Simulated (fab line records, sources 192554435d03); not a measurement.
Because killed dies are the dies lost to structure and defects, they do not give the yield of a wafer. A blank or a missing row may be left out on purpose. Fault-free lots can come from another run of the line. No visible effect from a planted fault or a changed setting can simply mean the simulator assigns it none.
Struck lot and sound lot, side by side | flow n5-finfet | 14 steps out of a route of 1938
Sound: these wafers, L284.1, L284.3, L284.4. The struck wafers were L286.1, L286.3, L286.5. Last of all comes the cause.
Each step with rows lists, per side, the tool, then ch with its chambers, then its first start. Under that, the readings that differ: sound wafers | struck wafers | difference of the means | sigmas: that difference in standard deviations of wafers without a fault.
alike: readings whose means differ by less than 2 such deviations, and words and numbers that are the same on both sides. not compared: withheld readings, readings that some wafer has no value for, bounds like >300 that may hide the same value, and numbers for which the record gives no deviation and whose values overlap.
The two part at a step that has a row with sigmas, a row that says differs or no value, or rows on one side only. Numbers that don't overlap but have no deviation are shown without sigmas and don't part them. A reading missing from all wafers of one side parts the sides only when that side holds two or more wafers.

N5_WELL_APT_RTA_34: time 10 s.
  sound on rtp-anneal-01 ch 0, day 3 10:08; struck on rtp-anneal-02 ch 0, day 3 21:57
  alike: anneal-temp-c-max, lamp-power-pct, lamp_zone_3_pct, wafer_temp_C_max
then, 4 steps without rows for these wafers: N5_WELL_APT_OXIDE_STRIP_42 (strips SiO2 in dHF, time 45 s, target depth 12 nm); N5_WELL_APT_PRECLEAN_36 (cleans in O3/DIW, time 45 s); N5_WELL_APT_PRECLEAN_39 (cleans in dHF, time 60 s); N5_WELL_APT_SRD_37 (time 30 s).
N5_WELL_APT_EPI_41: deposits Si from SiH4/H2, target thk 50 nm, time 297.7 s.
  sound on epi-rpcvd-01 ch 0, day 3 10:22; struck on epi-rpcvd-02 ch 0, day 3 22:12
  alike: throttle-valve-pct
N5_WELL_APT_INSPECT_38: inspects for defects (darkfield).
  sound on defect-inspect-01, day 3 11:00; struck on defect-inspect-02, day 3 23:02
  alike: raw-defect-count
N5_PMOS_HMC_CHANNEL_EPI_HM_DEP_34: deposits SiO2 from TEOS/O2, target thk 36 nm, time 6.9 s.
  sound on pecvd-04 ch 0,2, day 3 11:02; struck on pecvd-03 ch 0,1,2, day 3 23:04
  alike: heater-power-w, showerhead-plenum-p-Torr, throttle-valve-pct
then, 4 steps without rows for these wafers: N5_PMOS_HMC_CHANNEL_EPI_COAT_31 (time 60 s, resist thk 66 nm); N5_PMOS_HMC_CHANNEL_EPI_COAT_03 (resist thk 205 nm); N5_PMOS_HMC_CHANNEL_EPI_EBR_05; N5_PMOS_HMC_CHANNEL_EPI_SOFTBAKE_04 (time 60 s).
N5_PMOS_HMC_CHANNEL_EPI_EXPOSE_06: exposes mask PMOS HMC BLK, target cd 240 nm.
  struck on arfi-scanner-03, day 3 23:21; sound on arfi-scanner-01 ch 0, day 3 11:19
  no value came back on the struck wafers for exposure-dose-mJ-cm2, focus-offset-nm (nm), sigma-outer; on the sound wafers exposure-dose-mJ-cm2 reads 40.96 41.00 41.03
  alike: mask
then, 1 step without rows for these wafers: N5_PMOS_HMC_CHANNEL_EPI_PEB_07 (peb time 60 s).

== WHERE THEY PART ==
N5_PMOS_HMC_CHANNEL_EPI_EXPOSE_06 only, going by this record.

WHY: what had been put in by the simulator
Step skipped in full: arfi-scanner-03, at N5_PMOS_HMC_CHANNEL_EPI_EXPOSE_06, from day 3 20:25 onward. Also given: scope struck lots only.
